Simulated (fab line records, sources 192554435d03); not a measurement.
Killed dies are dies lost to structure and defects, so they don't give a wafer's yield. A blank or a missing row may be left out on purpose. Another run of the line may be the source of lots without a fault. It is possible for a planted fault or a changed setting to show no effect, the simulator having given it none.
A lot that was struck, set against a sound lot    flow n5-finfet    38 steps out of a route of 1938
Sound: these wafers, L153.3, L153.4, L153.5. Struck: wafer L173.6 (left out: L173.1, L173.5 of the same lot, which were not struck); the cause appears at the end.
Each step with rows lists, per side, the tool, then ch with its chambers, then its first start. Under that, the readings that differ: sound wafers    struck wafers    difference of the means    sigmas: that difference in standard deviations of wafers without a fault.
alike: readings with means less than 2 such deviations apart, plus words and numbers identical on both sides. not compared: withheld readings, readings lacking a value on some wafer, bounds such as >300 that could conceal the same value, and numbers that have no deviation in the record and whose values overlap.
The two part at a step that has a row with sigmas, a row that says differs or no value, or rows on one side only. Non-overlapping numbers with no deviation appear without sigmas and do not part them. A reading that every wafer of one side lacks parts them only if that side has two wafers or more.

first, 9 steps without rows for these wafers: N5_HKMG_FIN_DESCUM_17 (chemistry O2, time 7.9 s); N5_HKMG_FIN_ETCH_31 (etches SiARC in CF4, target depth 45.5 nm, time 75.8 s); N5_HKMG_FIN_ETCH_32 (etches SOC in N2/H2, target depth 240 nm, time 300 s); N5_HKMG_FIN_STRIP_33 (strips in N2/H2); N5_HKMG_FIN_STRIP_34 (strips in CF4); N5_HKMG_FIN_ETCH_35 (etches SOC in N2/H2, target depth 215.8 nm, time 243.4 s); N5_HKMG_FIN_STRIP_92 (strips SOC in N2/H2, time 20 s); N5_HKMG_FIN_WET_ETCH_18 (etches TiN in SC1, time 55 s, target depth 5.2 nm, rinse time 30 s); N5_HKMG_FIN_STRIP_19 (strips in N2/H2, time 360 s).
N5_HKMG_FIN_ALD_91: deposits TiN, target thk 1 nm, pulse time 1 s, purge time 3 s.
  sound on ald-metal-04 ch 0,2, day 4 02:47; struck on ald-metal-02 ch 2, day 9 08:14
  alike: heater-power-w, precursor-pulse-height-rel
then, 27 steps without rows for these wafers: N5_HKMG_FIN_COAT_85 (time 60 s, resist thk 300 nm); N5_HKMG_FIN_ETCH_86 (etches SOC in N2/H2, stops on TiN, target depth 393.2 nm); N5_HKMG_FIN_STRIP_89 (strips SOC in N2/H2, time 20 s); N5_HKMG_FIN_WET_ETCH_87 (etches TiN in SC1, time 154.2 s, target depth 4.7 nm, rinse time 30 s); N5_HKMG_FIN_STRIP_88 (strips in N2/H2, time 360 s); N5_HKMG_FIN_NWFM_ALD_20 (deposits TiAlC, target thk 2 nm, pulse time 3 s, purge time 2 s); N5_HKMG_FIN_ALD_71 (deposits TiN, target thk 1 nm, pulse time 1 s, purge time 3 s); N5_HKMG_FIN_COAT_66 (time 60 s, resist thk 300 nm); N5_HKMG_FIN_ETCH_67 (etches SOC in N2/H2, stops on TiN, target depth 388.9 nm); N5_HKMG_FIN_STRIP_90 (strips SOC in N2/H2, time 20 s); N5_HKMG_FIN_WET_ETCH_73 (etches the open film in SC1, time 42.3 s, target depth 1.3 nm, rinse time 30 s); N5_HKMG_FIN_ETCHBACK_68 (etches the open film in Cl2/Ar, stops on HfO2, target depth 0.5 nm); N5_HKMG_FIN_STRIP_69 (strips in N2/H2, time 360 s); N5_HKMG_FIN_ALD_21 (deposits TiN, target thk 1.5 nm, pulse time 1 s, purge time 3 s); N5_HKMG_FIN_ALD_72 (deposits W, target thk 2 nm, pulse time 1 s, purge time 2 s); N5_HKMG_FIN_W_FILL_22 (material W, target thk 60 nm, time 18.2 s); N5_HKMG_FIN_PRECLEAN_83 (cleans in DIW, time 57.5 s); N5_HKMG_FIN_SRD_84 (dry time 32 s); N5_HKMG_FIN_CMP_23 (polishes, stops on SiNx, t overpolish 10 s, target thk 46.326 nm); N5_HKMG_FIN_CMP_94 (polishes, stops on SiNx, t overpolish 4.7 s, target thk 43.299 nm); N5_GATE_CUT_ETCHBACK_00 (etches W in SF6/Cl2); N5_GATE_CUT_ETCH_56 (etches TiN in Cl2/Ar, target depth 21.6 nm); N5_GATE_CUT_ETCHBACK_30 (etches TiN in Cl2/Ar, target depth 3 nm); N5_GATE_CUT_VAPOR_ETCH_60 (etches HfO2 in BCl3/Cl2); N5_GATE_CUT_ETCH_58 (etches SiNx in CH3F/O2, target depth 17 nm, time 128.6 s); N5_GATE_CUT_STRIP_59 (strips in N2/H2, time 20 s); N5_GATE_CUT_PRECLEAN_31 (cleans in DIW, time 300 s).
-- the record jumps here: 10 days lie between the struck wafers' starts before and after (it left off in module GATE_CUT and takes up again in module PASSIVATION, whose first step shown is number 1936 of the route) --
N5_PASSIVATION_PROBE_49:
  sound: prober-01 at day 12 09:46; struck: prober-02 at day 19 03:01
reading              sound       struck  difference  sigmas
killed-at-front-end  35 29 36    110     +77         +7
killed-at-other      5 2 0       8       +6          +2
killed-dies          79 100 107  171     +76         +4
killed-on-rim        10 13 13    35      +23         +6
  alike: killed_at_M0_to_M3, killed_at_M4_up, killed-at-contacts, killed-open, killed-short

== WHERE THEY PART ==
N5_PASSIVATION_PROBE_49 only, going by this record.

WHY: the cause the simulator had injected
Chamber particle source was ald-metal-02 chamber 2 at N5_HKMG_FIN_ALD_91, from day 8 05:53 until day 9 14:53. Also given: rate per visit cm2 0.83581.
